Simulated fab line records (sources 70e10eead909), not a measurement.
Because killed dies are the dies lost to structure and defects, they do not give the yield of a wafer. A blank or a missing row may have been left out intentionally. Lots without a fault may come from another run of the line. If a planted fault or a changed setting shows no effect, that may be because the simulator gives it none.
Chamber matching :: flow nand harc :: ald metal-04 running NHARC_A_BLC_ALD_23: 4 sister chambers
The step deposits TiN, target thk 3 nm, pulse time 1 s, ald cycles 150. 22 wafers are shown with their chamber, then 11 later ones without.

WAFERS WITH THEIR CHAMBER
wafer: L074.1
chamber: 2
heater power w (W): 1112
heater power outer w (W): 693
precursor pulse height rel: 1.030

wafer: L074.2
chamber: 3
heater power w (W): 1097
heater power outer w (W): 725
precursor pulse height rel: 0.966

wafer: L074.3
chamber: 1
heater power w (W): 1038
heater power outer w (W): 731
precursor pulse height rel: 1.029

wafer: L081.2
chamber: 3
heater power w (W): 1092
heater power outer w (W): 723
precursor pulse height rel: 1.004

wafer: L081.3
chamber: 2
heater power w (W): 1092
heater power outer w (W): 676
precursor pulse height rel: 0.985

wafer: L081.6
chamber: 0
heater power w (W): 989
heater power outer w (W): 666
precursor pulse height rel: 1.024

wafer: L082.2
chamber: 0
heater power w (W): 1011
heater power outer w (W): 684
precursor pulse height rel: 0.972

wafer: L082.5
chamber: 1
heater power w (W): 1070
heater power outer w (W): 720
precursor pulse height rel: 0.986

wafer: L082.6
chamber: 2
heater power w (W): 1105
heater power outer w (W): 680
precursor pulse height rel: 1.011

wafer: L083.2
chamber: 0
heater power w (W): 1015
heater power outer w (W): 666
precursor pulse height rel: 0.982

wafer: L083.4
chamber: 2
heater power w (W): 1077
heater power outer w (W): 689
precursor pulse height rel: 1.050

wafer: L083.5
chamber: 0
heater power w (W): 992
heater power outer w (W): 663
precursor pulse height rel: 1.003

wafer: L086.2
chamber: 2
heater power w (W): 1086
heater power outer w (W): 695
precursor pulse height rel: 1.020

wafer: L086.3
chamber: 1
heater power w (W): 1090
heater power outer w (W): 712
precursor pulse height rel: 1.017

wafer: L086.5
chamber: 1
heater power w (W): 1094
heater power outer w (W): 712
precursor pulse height rel: 0.975

wafer: L090.2
chamber: 3
heater power w (W): 1098
heater power outer w (W): 748
precursor pulse height rel: 0.975

wafer: L090.3
chamber: 2
heater power w (W): 1041
heater power outer w (W): 623
precursor pulse height rel: 1.020

wafer: L090.6
chamber: 3
heater power w (W): 1082
heater power outer w (W): 736
precursor pulse height rel: 0.991

wafer: L091.1
chamber: 3
heater power w (W): 1099
heater power outer w (W): 739
precursor pulse height rel: 0.980

wafer: L091.3
chamber: 1
heater power w (W): 1038
heater power outer w (W): 701
precursor pulse height rel: 0.972

wafer: L091.4
chamber: 0
heater power w (W): 1033
heater power outer w (W): 711
precursor pulse height rel: 1.022

wafer: L092.1
chamber: 1
heater power w (W): 1080
heater power outer w (W): 688
precursor pulse height rel: 1.011

SIGNATURES (averages over the wafers above)
reading: heater power w
chamber 0: 1008.00
chamber 1: 1068.33
chamber 2: 1085.50
chamber 3: 1093.60
scatter within a chamber: 20.8

reading: heater power outer w
chamber 0: 678.00
chamber 1: 710.67
chamber 2: 676.00
chamber 3: 734.20
scatter within a chamber: 19.5

reading: precursor pulse height rel
chamber 0: 1.00060
chamber 1: 0.99833
chamber 2: 1.01933
chamber 3: 0.98320
scatter within a chamber: 0.0213
Rule: for a wafer and a chamber, the distance is found by dividing, reading by reading, the gap between the wafer's reading and the chamber's mean by the reading's scatter, squaring, summing and taking the root. If the next closest chamber is less than 2 further off than the closest, the wafer can't be placed; otherwise it belongs to the closest. The scatter: take each reading less its chamber's mean, square it, sum over the shown wafers, divide by the number of wafers less the number of chambers, and take the root.

WAFERS WITH NO CHAMBER GIVEN
wafer: L092.5
heater power w (W): 1065
heater power outer w (W): 708
precursor pulse height rel: 1.022

wafer: L092.6
heater power w (W): 998
heater power outer w (W): 634
precursor pulse height rel: 0.994

wafer: L094.3
heater power w (W): 1030
heater power outer w (W): 629
precursor pulse height rel: 0.944

wafer: L094.4
heater power w (W): 1071
heater power outer w (W): 700
precursor pulse height rel: 1.011

wafer: L094.5
heater power w (W): 1080
heater power outer w (W): 694
precursor pulse height rel: 1.011

wafer: L095.1
heater power w (W): 1064
heater power outer w (W): 696
precursor pulse height rel: 1.005

wafer: L095.4
heater power w (W): 1020
heater power outer w (W): 688
precursor pulse height rel: 1.024

wafer: L095.5
heater power w (W): 995
heater power outer w (W): 701
precursor pulse height rel: 1.006

wafer: L097.1
heater power w (W): 1059
heater power outer w (W): 705
precursor pulse height rel: 1.005

wafer: L097.4
heater power w (W): 1097
heater power outer w (W): 738
precursor pulse height rel: 1.009

wafer: L097.5
heater power w (W): 1018
heater power outer w (W): 657
precursor pulse height rel: 1.012

WHICH CHAMBER EACH ONE RAN IN
wafer: L092.5
from the rows above: can't be placed: 1 or 2 or 3
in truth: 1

wafer: L092.6
from the rows above: 0
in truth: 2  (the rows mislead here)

wafer: L094.3
from the rows above: can't be placed: 0 or 2 or 1
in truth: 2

wafer: L094.4
from the rows above: can't be placed: 1 or 2 or 3
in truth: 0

wafer: L094.5
from the rows above: can't be placed: 2 or 1 or 3
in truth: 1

wafer: L095.1
from the rows above: can't be placed: 1 or 2 or 3
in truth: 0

wafer: L095.4
from the rows above: can't be placed: 0 or 1 or 2
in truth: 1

wafer: L095.5
from the rows above: 0
in truth: 0

wafer: L097.1
from the rows above: can't be placed: 1 or 2 or 3
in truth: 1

wafer: L097.4
from the rows above: can't be placed: 3 or 1
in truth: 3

wafer: L097.5
from the rows above: 0
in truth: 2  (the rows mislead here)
Correct placement for 1 of the 11. Not placeable from these rows: 8 (in 6, the candidates include the true chamber). Placed wrongly: 2.
